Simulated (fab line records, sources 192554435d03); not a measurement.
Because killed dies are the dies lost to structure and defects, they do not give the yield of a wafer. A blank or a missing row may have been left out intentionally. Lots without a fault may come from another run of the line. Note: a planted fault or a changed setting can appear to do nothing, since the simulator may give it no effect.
Chamber matching ; flow n5Finfet ; cmp-02 running N5_BEOL_M9_CMP_52: 3 sister chambers
The step polishes, stops on SiCOH lowk, t overpolish 7 s, target thk 140 nm. 3 wafers are shown with their chamber, then 6 later ones without.

## WAFERS, EACH WITH ITS CHAMBER
wafer;chamber;motorCurrentA (A)
L093.1;0;6.4
L093.3;2;5.8
L094.2;1;5.0

## WAFERS WITH NO CHAMBER GIVEN
wafer;motorCurrentA (A)
L094.4;5.8
L094.5;5.0
L095.3;6.5
L095.4;5.4
L096.2;4.9
L096.6;5.8

## CHAMBER TAKEN BY EACH
wafer;from the rows above;in truth
L094.4;2;2
L094.5;1;1
L095.3;0;0
L095.4;can't be placed: 2 or 1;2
L096.2;1;1
L096.6;2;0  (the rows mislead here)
Correct placement for 4 of the 6. Cannot be placed on the basis of these rows: 1; the candidates contain the true chamber in 1. Placed wrongly: 1.
How it was worked out, from the rows above alone: a wafer's distance from a chamber is the root of the sum, over the readings, of the square of ((its reading less the chamber's mean) divided by the reading's scatter). If the next closest chamber is less than 2 further off than the closest, the wafer can't be placed; otherwise it belongs to the closest. Each chamber's mean is taken over the wafers shown for it. The scatter (one wafer shown for each chamber): square how far every hidden wafer sits from the nearest shown wafer, average those squares and take the square root.
